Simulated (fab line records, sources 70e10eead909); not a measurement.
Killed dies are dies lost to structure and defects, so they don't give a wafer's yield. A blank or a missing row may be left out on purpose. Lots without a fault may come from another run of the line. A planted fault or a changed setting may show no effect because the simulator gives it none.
Chamber matching | flow nand_harc | NHARC_P_M0_PRE_CLEAN_31 on pecvd-02: 3 sister chambers
The step time 12 s. 3 wafers are shown with their chamber, then 8 later ones without.

WAFERS WITH THEIR CHAMBER
wafer  | chamber | heater_power_w (W)
L093.1 | 2       | 494
L093.5 | 1       | 603
L094.1 | 0       | 720

WAFERS WITHOUT THEIR CHAMBER
wafer  | heater_power_w (W)
L094.2 | 504
L094.3 | 619
L095.2 | 548
L095.3 | 624
L095.6 | 594
L096.2 | 561
L096.3 | 661
L096.6 | 509

WHICH CHAMBER EACH WENT THROUGH
wafer  | from the rows above     | in truth
L094.2 | 2                       | 2
L094.3 | 1                       | 1
L095.2 | can't be placed: 2 or 1 | 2
L095.3 | 1                       | 1
L095.6 | 1                       | 1
L096.2 | can't be placed: 1 or 2 | 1
L096.3 | can't be placed: 1 or 0 | 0
L096.6 | 2                       | 2
Placed correctly: 5 of 8. Can't be placed from these rows: 3 (the true chamber is among the candidates in 3). Placed wrongly: 0.
How it was worked out, from the rows above alone: a wafer's distance from a chamber is the root of the sum, over the readings, of the square of ((its reading less the chamber's mean) divided by the reading's scatter). The wafer belongs to the nearest chamber; if the next one is less than 2 further off, it can't be placed. A chamber's mean is the mean of its shown wafers. The scatter: with one shown wafer a chamber, the root of the mean of the squares of how far each hidden wafer lies from its nearest shown one.
